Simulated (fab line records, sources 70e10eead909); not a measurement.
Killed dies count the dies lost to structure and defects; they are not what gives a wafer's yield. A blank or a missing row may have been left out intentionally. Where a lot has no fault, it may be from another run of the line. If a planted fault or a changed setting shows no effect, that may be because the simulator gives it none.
fab line records	flow nand-harc
record lots=11	wafers=33	last-day=24
route steps=1159 shown P_M2@341 A_BONDPAD@1079 THIN_TSV@1121 END@1159
lots that met no fault: from a run of the same line without faults
start-h: hours from the record's opening day to when the first of the lot's shown wafers began	wait-h: hours since the lot's step before	" same as the row above	L1.1+2: several wafers, shown together as one row	- no value present, or no start provided	* or withheld: withheld	< > ~ a bound
route shown NAME@n: a module of which the file shows steps, and the number in the route of the first	usual: average and standard deviation across the fault-free wafers	same: alike in all rows	chamber/n: place in a boat	sites: per-site readings	_std_site: how widely they spread, as a standard deviation	_edge_site: outer sites' mean less inner sites'	radius-mm: for every site, how far away it sits from the centre of the wafer	mask NAME#n: copy n	behind: the most recent tool/chamber to have shaped the wafer	hold: reason for holding the lot/hours on hold/outcome of the hold	device: the n, p or np transistor that did not switch	end of line: the same wafers' tests at the end of the route	a step with no rows: only its recipe	killed: dies that structure and defects cost at the first sort, which is not the same as the wafer's yield	map: the dies of a wafer, with x for killed, . for not killed, _ for no die there
set.NAME: the run value of the setting; set.NAME@STEP: its run value at that earlier step	model.NAME: the simulator's own value behind a step, which no gauge read
steps of the route over a sample of lots; a table a step, a row a wafer
services: the hour from which a tool's chamber was out of use, counted from the record's first day as start-h (under 0 if before that day), plus the number of hours and why
## steps
# step NHARC_P_M2_PVD_21
# recipe target-thk-a=300	chamber-pressure-pa=5	power-w=5000	substrate-temp-c=30	time-s=20.49	material=Cu
# usual throttle-valve-pct=30.1/0.83
lot.wafer	tool	chamber	start-h	wait-h	throttle-valve-pct
L100.4	pvd-sputter-03	-	116.44	-	31.7
L100.2	"	-	"	"	31.0
L100.6	"	-	"	"	31.9
L103.4	pvd-sputter-02	-	149.84	-	29.2
L103.2	"	-	"	"	28.9
L103.5	"	-	"	"	30.2
L107.2	pvd-sputter-02	-	168.20	-	29.8
L107.4	"	-	"	"	28.9
L107.6	"	-	"	"	29.1
L110.2	pvd-sputter-02	-	183.35	-	30.4
L110.3	"	-	"	"	28.8
L110.5	"	-	"	"	29.2
L113.1	pvd-sputter-03	-	199.76	-	30.2
L113.6	"	-	"	"	29.9
L113.5	"	-	"	"	31.1
L117.4	pvd-sputter-01	-	218.99	-	29.9
L117.2	"	-	"	"	30.8
L117.6	"	-	"	"	28.9
L120.2	pvd-sputter-01	-	249.30	-	28.9
L120.5	"	-	"	"	30.6
L120.6	"	-	"	"	29.6
L119.2	pvd-sputter-01	-	249.34	-	29.5
L119.1	"	-	"	"	30.3
L119.6	"	-	"	"	29.3
L121.1	pvd-sputter-02	-	251.30	-	30.5
L121.3	"	-	"	"	29.9
L121.6	"	-	"	"	30.6
L122.1	pvd-sputter-03	-	255.29	-	29.7
L122.4	"	-	"	"	31.6
L122.5	"	-	"	"	30.9
L123.4	pvd-sputter-03	-	256.27	-	29.6
L123.3	"	-	"	"	30.7
L123.6	"	-	"	"	31.7
# step NHARC_A_BONDPAD_STRIP_15
# recipe o2-flow-sccm=500	ar-flow-sccm=0	bias-w=0	chemistry=O2
# usual drypump-motor-current-A=5.6/0.41	o2-flow-sccm=500.0/1.6	oes-product-au=1.002/0.017	rf-vpp-V=57.8/0.95	showerhead-plenum-p-Torr=3.56/0.17	throttle-valve-pct=17.036/0.0094
lot.wafer	tool	chamber	start-h	wait-h	drypump-motor-current-A	o2-flow-sccm	oes-product-au	rf-hours-counter-h	rf-vpp-V	showerhead-plenum-p-Torr	throttle-valve-pct
L100.4	rie-diel-09	2	401.43	0.1	6.0	502.3	0.990	5	57.5	3.33	17.027
L100.2	"	0	"	"	5.0	499.5	0.999	5	58.5	3.68	17.033
L100.6	"	3	"	"	5.6	502.5	0.968	-	58.2	3.74	17.037
L103.2	rie-diel-09	0	421.84	0.1	5.0	500.5	1.005	6	56.5	3.68	17.035
L103.4	"	2	"	"	6.0	498.6	0.985	5	59.1	3.33	17.032
L103.5	"	3	"	"	5.6	500.6	0.971	-	56.4	3.74	17.034
L107.2	rie-diel-09	3	458.85	0.1	5.6	500.5	0.978	0	59.7	3.74	17.036
L107.6	"	3	"	"	5.7	498.7	0.976	-	59.6	3.74	17.060
L110.2	rie-diel-09	2	459.94	0.1	6.0	497.2	1.006	0	56.0	3.33	17.030
L110.5	"	0	"	"	5.0	499.6	1.004	-	57.0	3.68	17.027
L113.1	rie-diel-09	1	471.63	0.1	6.1	498.6	1.018	1	57.8	3.33	17.029
L113.6	"	0	"	"	5.0	500.3	0.992	-	57.8	3.68	17.045
L113.5	"	1	"	"	6.1	498.9	1.015	-	58.7	3.33	17.041
L117.2	rie-diel-08	2	510.67	0.1	5.1	501.0	1.034	4	58.6	3.54	17.030
L117.4	"	3	"	"	5.4	500.9	1.010	4	58.5	3.74	17.046
L117.6	"	3	"	"	5.4	497.3	1.000	-	57.1	3.74	17.039
L121.1	rie-diel-07	2	526.36	0.1	6.3	499.2	1.006	45	58.5	3.75	17.035
L121.3	"	1	"	"	5.8	502.9	1.008	44	57.5	3.52	17.035
L121.6	"	3	"	"	5.7	501.2	1.006	-	57.6	3.55	17.044
L120.2	rie-diel-09	2	529.53	0.1	6.0	501.1	1.012	4	57.1	3.33	17.034
L120.6	"	2	"	"	6.0	501.3	1.013	-	56.3	3.33	17.030
L120.5	"	3	"	"	5.6	499.4	0.980	-	57.7	3.74	17.044
L119.2	rie-diel-09	2	537.17	0.1	6.0	498.5	1.003	4	57.3	3.33	17.039
L119.1	"	0	"	"	5.0	502.3	1.011	4	58.7	3.68	17.033
L119.6	"	2	"	"	6.0	500.2	1.014	-	58.3	3.33	17.025
L122.1	rie-diel-09	0	544.80	0.1	5.0	498.2	0.989	4	57.4	3.68	17.030
L122.4	"	3	"	"	5.7	501.0	0.976	-	59.5	3.74	17.029
L122.5	"	1	"	"	6.1	500.9	1.018	-	56.7	3.33	17.045
L123.3	rie-diel-09	0	545.69	0.1	5.0	503.5	0.995	4	57.6	3.68	17.019
L123.6	"	1	"	"	6.1	499.9	1.032	-	57.9	3.33	17.037
L123.4	"	0	"	"	5.0	500.2	0.990	-	59.2	3.68	17.031
# step NHARC_A_BONDPAD_ETCH_24
# recipe target-depth-a=300	over-etch-frac=0.3	time-s=72.99	ion-energy-ev=150	cf4-flow-sccm=50	n2-flow-sccm=100	ar-flow-sccm=150	rf-w=300	bias-w=100	chemistry=CF4/N2
# usual drypump-motor-current-A=5.7/0.4	oes-product-au=1.000/0.016	rf-vpp-V=314.6/2.4	showerhead-plenum-p-Torr=2.65/0.13	throttle-valve-pct=19.794/0.0095
lot.wafer	tool	chamber	start-h	wait-h	drypump-motor-current-A	oes-product-au	rf-hours-counter-h	rf-vpp-V	showerhead-plenum-p-Torr	throttle-valve-pct
L100.2	rie-diel-09	3	-	-	5.6	0.978	5	318.5	2.79	19.779
L100.4	"	1	"	"	6.1	1.019	5	311.4	2.48	19.812
L100.6	"	3	"	"	5.6	0.984	-	318.6	2.79	19.806
L103.4	rie-diel-09	3	-	-	5.6	0.985	6	317.3	2.79	19.795
L103.2	"	1	"	"	6.1	1.015	5	310.5	2.48	19.793
L103.5	"	0	"	"	5.0	0.996	-	315.1	2.74	19.807
L107.2	rie-diel-09	2	-	-	6.0	0.999	0	311.5	2.48	19.791
L107.6	"	2	"	"	6.0	1.003	-	311.4	2.48	19.795
L110.2	rie-diel-09	1	-	-	6.1	1.028	1	311.7	2.48	19.786
L110.5	"	1	"	"	6.1	1.025	-	313.2	2.48	19.794
L113.1	rie-diel-09	0	-	-	5.0	0.999	1	317.1	2.74	19.771
L113.5	"	0	"	"	5.0	0.996	-	315.3	2.74	19.779
L113.6	"	1	"	"	6.1	1.025	-	311.7	2.48	19.795
L117.2	rie-diel-08	3	-	-	5.4	1.007	4	315.6	2.79	19.803
L117.4	"	1	"	"	5.9	0.977	4	313.9	2.62	19.780
L117.6	"	3	"	"	5.4	1.004	-	317.6	2.79	19.799
L121.3	rie-diel-07	0	-	-	5.3	0.995	48	317.8	2.73	19.795
L121.1	"	1	"	"	5.9	1.035	44	316.4	2.62	19.801
L121.6	"	0	"	"	5.3	0.998	-	315.8	2.72	19.787
L120.2	rie-diel-09	3	-	-	5.7	0.990	4	315.3	2.79	19.787
L120.5	"	0	"	"	5.0	1.002	-	315.6	2.74	19.792
L120.6	"	1	"	"	6.1	1.025	-	311.8	2.47	19.802
L119.1	rie-diel-09	1	-	-	6.1	1.009	4	311.1	2.47	19.800
L119.2	"	2	"	"	6.0	1.004	4	313.1	2.48	19.780
L119.6	"	2	"	"	6.0	1.003	-	311.8	2.48	19.796
L122.1	rie-diel-09	0	544.98	0.2	5.0	0.987	4	316.8	2.74	19.780
L122.5	"	1	"	"	6.1	1.021	-	310.7	2.48	19.800
L122.4	"	0	"	"	5.0	1.002	-	316.2	2.74	19.799
L123.3	rie-diel-09	1	545.85	0.1	6.1	1.029	5	312.1	2.47	19.774
L123.6	"	3	"	"	5.6	0.977	-	316.7	2.79	19.780
L123.4	"	1	"	"	6.1	1.028	-	312.5	2.47	19.791
# step NHARC_THIN_TSV_CD_MEAS_16
# usual cd-nm=999/3.1
lot.wafer	tool	chamber	start-h	wait-h	cd-nm
L100.2	cd-sem-02	-	417.69	0.1	996
L100.4	"	-	"	"	996
L100.6	"	-	"	"	997
L103.2	cd-sem-03	-	440.58	0.1	996
L103.4	"	-	"	"	994
L103.5	"	-	"	"	996
L110.2	cd-sem-03	-	476.36	0.1	1002
L110.5	"	-	"	"	998
L107.2	cd-sem-01	-	477.42	0.1	1001
L107.6	"	-	"	"	1001
L113.1	cd-sem-02	-	488.93	0.1	996
L113.5	"	-	"	"	1000
L113.6	"	-	"	"	993
L117.2	cd-sem-02	-	526.61	0.1	1001
L117.4	"	-	"	"	1006
L117.6	"	-	"	"	1002
L121.1	cd-sem-03	-	542.09	0.1	1001
L121.3	"	-	"	"	1005
L121.6	"	-	"	"	1000
L120.2	cd-sem-02	-	543.41	0.1	1001
L120.5	"	-	"	"	1001
L120.6	"	-	"	"	1004
L119.1	cd-sem-03	-	552.74	0.1	998
L119.2	"	-	"	"	1001
L119.6	"	-	"	"	995
L123.3	cd-sem-03	-	560.81	0.1	998
L123.4	"	-	"	"	1000
L123.6	"	-	"	"	1001
L122.1	cd-sem-02	-	561.87	0.1	997
L122.4	"	-	"	"	1002
L122.5	"	-	"	"	1001
# step NHARC_END_SORT_01
# recipe temp-c=25
# usual defect-limited-yield=95.7/1.2	killed-at-array=25/7.8	killed-at-other=0.6/0.81	killed-at-periphery=3.3/2.2	killed-dies=29/8.2	killed-open=3.5/1.9	killed-short=1.8/1.3	sort_bin_2_pct=1.3/0.5	sort_bin_3_pct=0.23/0.21	sort_bin_4_pct=2.8/0.9	sort-n-pass=648/8.2	sort-rim-yield-pct=94.3/2.8	sort-yield-pct=95.7/1.2
# same gross-dies=677	sort_bin_5_pct[%]=0	sort_bin_6_pct[%]=0	sort_bin_7_pct[%]=0	sort_bin_8_pct[%]=0	sort-rim-n-gross=106.00
lot.wafer	tool	chamber	start-h	wait-h	defect-limited-yield[%]	killed-at-array	killed-at-other	killed-at-periphery	killed-dies	killed-open	killed-short	sort_bin_2_pct[%]	sort_bin_3_pct[%]	sort_bin_4_pct[%]	sort-n-pass	sort-rim-yield-pct[%]	sort-yield-pct[%]
L110.2	prober-01	0	491.05	2.8	94.8	29	0	6	35	5	0	1.9	0.44	2.8	642	91.5	94.8
L110.3	prober-01	0	491.85	3.1	0.7	29	0	643	672	6	1	96.3	0.15	2.8	5	3.8	0.7
L110.5	prober-01	0	493.46	3.7	95.3	26	2	4	32	2	5	1.8	0.15	2.8	645	93.4	95.3
L107.2	prober-02	0	491.06	2.8	95.6	21	3	6	30	4	2	1.0	0.44	3.0	647	97.2	95.6
L107.4	prober-02	0	492.64	3.4	0.6	35	1	637	673	7	3	95.3	0	4.1	4	2.8	0.6
L107.6	prober-02	0	494.22	3.9	96.3	24	0	1	25	2	3	0.9	0.15	2.7	652	96.2	96.3
L113.1	prober-01	0	502.73	2.5	96.6	17	1	5	23	8	2	0.9	0.15	2.4	654	92.5	96.6
L113.5	prober-01	0	505.96	3.7	96.3	18	0	7	25	3	2	1.0	0.59	2.1	652	95.3	96.3
L113.6	prober-01	0	506.77	4.0	96.2	26	0	0	26	3	1	1.0	0.44	2.4	651	92.5	96.2
L119.1	prober-01	0	566.68	2.5	96.8	21	0	1	22	1	1	1.5	0	1.8	655	93.4	96.8
L119.2	prober-01	0	567.48	2.8	94.7	31	1	4	36	9	6	0.7	0.30	4.3	641	91.5	94.7
L119.6	prober-01	0	570.67	4.0	96.2	20	0	6	26	7	2	0.7	0.59	2.5	651	90.6	96.2
L122.1	prober-02	0	574.51	2.5	95.1	31	0	2	33	4	1	1.3	0.44	3.1	644	97.2	95.1
L122.4	prober-02	0	576.93	3.4	93.8	40	1	1	42	1	3	2.2	0.15	3.8	635	98.1	93.8
L122.5	prober-02	0	577.74	3.7	93.4	40	0	5	45	8	1	1.8	0.15	4.7	632	95.3	93.4
# killed by level:class
L110.2 A_CHANNEL_HOLE_D1:chamber-film-flake=10 A_SLIT:chamber-film-flake=8 A_CONTACT:chamber-film-flake=6 A_CONTACT:geometric-particle:open=3 P_STI:chamber-film-flake=2 A_ONON_D1:geometric-particle:open=1 A_M0:geometric-particle:open=1 P_ZERO_WELL:chamber-film-flake=1
L107.2 A_SLIT:chamber-film-flake=13 P_GATE:chamber-film-flake=6 A_CHANNEL_FILL_D1:chamber-film-flake=2 A_CONTACT:chamber-film-flake=2 A_SOURCE_PLATE:geometric-particle:open=1 A_CHANNEL_FILL_D1:geometric-particle:open=1 A_WL_FILL:geometric-particle:short=1 A_M0:geometric-particle:open=1
L110.3 P_M2:area-pvd=639 A_SLIT:chamber-film-flake=12 A_CHANNEL_HOLE_D1:chamber-film-flake=7 A_CONTACT:chamber-film-flake=4 A_M0:geometric-particle:open=2 P_CONTACT:geometric-particle:open=1 P_M1:geometric-particle:open=1 A_CHANNEL_HOLE_D1:geometric-particle:short=1
L107.4 P_M2:area-pvd=633 A_SLIT:chamber-film-flake=16 A_CONTACT:geometric-particle:open=5 A_CONTACT:chamber-film-flake=5 A_CHANNEL_HOLE_D1:chamber-film-flake=4 A_WL_FILL:geometric-particle:short=2 P_GATE:geometric-particle:open=1 P_M1:geometric-particle:open=1
L110.5 A_SLIT:chamber-film-flake=10 A_CHANNEL_HOLE_D1:chamber-film-flake=7 A_CONTACT:chamber-film-flake=3 P_ZERO_WELL:chamber-film-flake=2 P_GATE:chamber-film-flake=2 A_SOURCE_PLATE:geometric-particle:short=1 A_ONON_D1:geometric-particle:short=1 A_CHANNEL_FILL_D1:geometric-particle:short=1
L107.6 A_SLIT:chamber-film-flake=13 A_CONTACT:chamber-film-flake=5 A_CHANNEL_HOLE_D1:chamber-film-flake=2 P_M1:geometric-particle:short=1 A_SOURCE_PLATE:geometric-particle:short=1 A_SGD_CUT:geometric-particle:short=1 A_WL_FILL:geometric-particle:open=1 A_M1:geometric-particle:open=1
L113.1 A_CHANNEL_HOLE_D1:chamber-film-flake=8 A_CONTACT:geometric-particle:open=3 P_ZERO_WELL:chamber-film-flake=2 P_GATE:chamber-film-flake=2 P_M0:geometric-particle:open=1 A_CHANNEL_FILL_D1:geometric-particle:open=1 A_CHANNEL_FILL_D1:geometric-particle:short=1 A_WL_FILL:geometric-particle:short=1
L113.5 A_CHANNEL_HOLE_D1:chamber-film-flake=12 P_ZERO_WELL:chamber-film-flake=7 A_CHANNEL_FILL_D1:geometric-particle:short=1 A_WL_FILL:geometric-particle:short=1 A_CONTACT:geometric-particle:open=1 A_BLC:geometric-particle:open=1 A_M0:geometric-particle:open=1 A_CONTACT:chamber-film-flake=1
L113.6 A_CHANNEL_HOLE_D1:chamber-film-flake=19 A_CHANNEL_FILL_D1:geometric-particle:short=1 A_CONTACT:geometric-particle:open=1 A_BLC:geometric-particle:open=1 A_M0:geometric-particle:open=1 A_STAIRCASE:chamber-film-flake=1 A_SLIT:chamber-film-flake=1 A_CONTACT:chamber-film-flake=1
L119.1 A_CHANNEL_HOLE_D1:chamber-film-flake=14 A_CONTACT:chamber-film-flake=4 A_CHANNEL_FILL_D1:geometric-particle:short=1 A_CHANNEL_FILL_D1:geometric-particle:open=1 P_ZERO_WELL:chamber-film-flake=1 A_STAIRCASE:chamber-film-flake=1
L119.2 A_CHANNEL_HOLE_D1:chamber-film-flake=16 P_M0:geometric-particle:open=2 A_ONON_D1:geometric-particle:short=2 A_CHANNEL_FILL_D1:geometric-particle:open=2 A_STAIRCASE:chamber-film-flake=2 A_CONTACT:chamber-film-flake=2 P_CONTACT:geometric-particle:open=1 A_SOURCE_PLATE:geometric-particle:open=1
L119.6 A_CHANNEL_HOLE_D1:chamber-film-flake=12 P_CONTACT:geometric-particle:open=2 P_GATE:chamber-film-flake=2 P_GATE:geometric-particle:open=1 P_CONTACT:geometric-particle:short=1 A_SOURCE_PLATE:geometric-particle:open=1 A_ONON_D1:geometric-particle:short=1 A_SGD_CUT:geometric-particle:open=1
L122.1 A_SLIT:chamber-film-flake=14 A_CHANNEL_HOLE_D1:chamber-film-flake=4 A_STAIRCASE:chamber-film-flake=4 A_CONTACT:chamber-film-flake=4 A_CONTACT:geometric-particle:open=2 P_CONTACT:geometric-particle:open=1 A_SOURCE_PLATE:geometric-particle:open=1 A_CHANNEL_FILL_D1:geometric-particle:short=1
L122.4 A_SLIT:chamber-film-flake=16 A_CHANNEL_HOLE_D1:chamber-film-flake=10 A_CONTACT:chamber-film-flake=9 P_CONTACT:geometric-particle:open=1 A_ONON_D1:geometric-particle:short=1 A_WL_FILL:geometric-particle:short=1 A_M0:geometric-particle:short=1 A_ZERO_WELL:chamber-film-flake=1
L122.5 A_SLIT:chamber-film-flake=19 A_CHANNEL_HOLE_D1:chamber-film-flake=10 P_GATE:geometric-particle:open=2 P_M0:geometric-particle:open=2 A_CONTACT:geometric-particle:open=2 A_STAIRCASE:chamber-film-flake=2 A_CONTACT:chamber-film-flake=2 A_CHANNEL_FILL_D1:geometric-particle:short=1
## services
tool	chamber	start-h	hours	kind
rie-diel-09	3	100.99	4.0	repair
pvd-sputter-03	-	102.00	10.0	pm
pvd-sputter-01	-	105.46	3.6	repair
pvd-sputter-01	-	110.59	2.9	repair
pvd-sputter-03	-	131.62	1.7	repair
pvd-sputter-01	-	156.06	3.1	repair
rie-diel-09	3	158.63	4.4	repair
rie-diel-09	0	188.86	5.0	repair
pvd-sputter-01	-	195.95	5.0	repair
rie-diel-09	0	213.18	11.1	repair
pvd-sputter-02	-	215.79	10.0	pm
rie-diel-09	1	249.82	16.5	repair
rie-diel-09	-	254.10	9.0	pm
pvd-sputter-03	-	280.00	10.0	pm
pvd-sputter-03	-	303.10	8.0	repair
pvd-sputter-01	-	337.14	10.0	pm
pvd-sputter-02	-	383.73	4.8	repair
pvd-sputter-01	-	385.01	40.5	repair
pvd-sputter-02	-	393.79	10.0	pm
rie-diel-09	-	431.10	9.0	pm
pvd-sputter-03	-	458.00	10.0	pm
rie-diel-09	0	464.56	6.7	repair
pvd-sputter-03	-	510.81	0.7	repair
rie-diel-09	2	542.18	8.3	repair
## key
first-sign step=NHARC_END_SORT_01	reading=killed-at-periphery	direction=up	sigmas=99+	usual=3.3	struck=640
effect step=NHARC_END_SORT_01	reading=sort_bin_2_pct	direction=up	sigmas=99+	usual=1.3	struck=95.8
more-kills-born-at NHARC_P_M2_PVD_21@pvd-sputter-02=1272
met-at NHARC_P_M2_PVD_21
struck-lots L107,L110
struck-wafers L107.4,L110.3
later-rows-left-out L107.4,L110.3
not-acting-at NHARC_A_BONDPAD_STRIP_15,NHARC_A_BONDPAD_ETCH_24,NHARC_THIN_TSV_CD_MEAS_16
onset-between 149.84 168.20
fault kind=process-parameter-drift	tool=pvd-sputter-02	chamber=-	onset-h=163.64	steps=NHARC_P_M2_PVD_21	channel=target-thk-a	offset=*	shape=step	end-h=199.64	acts-in=*	stated=*	scope=struck-wafers-only
# later-rows-left-out: the simulator's readings of these wafers behind a module that went badly wrong aren't trusted and aren't shown, but for the sort
